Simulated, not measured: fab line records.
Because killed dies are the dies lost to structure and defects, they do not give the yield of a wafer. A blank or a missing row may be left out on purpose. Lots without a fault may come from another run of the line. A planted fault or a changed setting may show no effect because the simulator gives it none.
Chamber matching    flow n5_finfet    3 sister chambers for N5_GATE_CUT_PECVD_57 on pecvd-01
The step deposits SiNx from SiH4/NH3/N2, target thk 21 nm. 6 wafers are shown with their chamber, then 9 later ones without.

EACH WAFER AND ITS CHAMBER
wafer   chamber  throttle_valve_pct (%)  showerhead_plenum_p_Torr (Torr)
L081.4  1        41.4                    5.15
L084.1  2        43.4                    5.22
L084.5  2        43.7                    5.25
L086.2  0        39.2                    5.12
L086.4  0        39.2                    5.12
L086.5  1        41.6                    5.13

WAFERS WITH NO CHAMBER GIVEN
wafer   throttle_valve_pct (%)  showerhead_plenum_p_Torr (Torr)
L087.1  43.3                    5.22
L087.4  43.4                    5.23
L087.5  39.3                    5.11
L090.2  39.3                    5.11
L090.4  39.2                    5.11
L090.5  43.7                    5.22
L094.1  41.7                    5.14
L094.4  39.5                    5.11
L094.5  41.5                    5.14

WHICH CHAMBER EACH ONE RAN IN
wafer   from the rows above  in truth
L087.1  2                    2
L087.4  2                    2
L087.5  0                    0
L090.2  0                    0
L090.4  0                    0
L090.5  2                    2
L094.1  1                    1
L094.4  0                    0
L094.5  1                    1
9 of 9 placed correctly. Left unplaced by these rows: 0. 0 placed wrongly.
How it was worked out, from the rows above alone: a wafer's distance from a chamber is the root of the sum, over the readings, of the square of ((its reading less the chamber's mean) divided by the reading's scatter). The wafer belongs to the nearest chamber; if the next one is less than 2 further off, it can't be placed. Each chamber's mean is taken over the wafers shown for it. The scatter: take each reading less its chamber's mean, square it, sum over the shown wafers, divide by the number of wafers less the number of chambers, and take the root.
